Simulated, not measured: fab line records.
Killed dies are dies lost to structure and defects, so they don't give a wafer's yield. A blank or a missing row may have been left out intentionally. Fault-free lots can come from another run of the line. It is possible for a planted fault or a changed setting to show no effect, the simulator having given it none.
Matching of chambers | flow n5-finfet | N5_BEOL_M7_CURE_75 on uv-cure-02: 3 sister chambers
The step cures SiCOH lowk, time 120 s. 3 wafers are shown with their chamber, then 9 later ones without.

## WAFERS, EACH WITH ITS CHAMBER
wafer  | chamber | wafer_temp_C_max
L074.6 | 1       | 371.2
L087.6 | 2       | 371.6
L088.6 | 0       | 373.5

## WAFERS WITH NO CHAMBER GIVEN
wafer  | wafer_temp_C_max
L095.2 | 372.6
L095.3 | 372.6
L095.5 | 372.7
L094.1 | 371.8
L094.2 | 371.8
L094.6 | 371.8
L094.3 | 371.5
L094.4 | 371.8
L094.5 | 372.4

## WHICH CHAMBER EACH WENT THROUGH
wafer  | from the rows above          | in truth
L095.2 | can't be placed: 0 or 2 or 1 | 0
L095.3 | can't be placed: 0 or 2 or 1 | 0
L095.5 | can't be placed: 0 or 2 or 1 | 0
L094.1 | can't be placed: 2 or 1      | 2
L094.2 | can't be placed: 2 or 1      | 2
L094.6 | can't be placed: 2 or 1      | 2
L094.3 | can't be placed: 2 or 1      | 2
L094.4 | can't be placed: 2 or 1      | 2
L094.5 | can't be placed: 2 or 0 or 1 | 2
Correctly placed: 0 of 9. Can't be placed from these rows: 9 (the true chamber is among the candidates in 9). Placed wrongly: 0.
How it was worked out, from the rows above alone: a wafer's distance from a chamber is the root of the sum, over the readings, of the square of ((its reading less the chamber's mean) divided by the reading's scatter). If the next closest chamber is less than 2 further off than the closest, the wafer can't be placed; otherwise it belongs to the closest. The mean given for a chamber averages the wafers shown for that chamber. The scatter: with one shown wafer a chamber, the root of the mean of the squares of how far each hidden wafer lies from its nearest shown one.
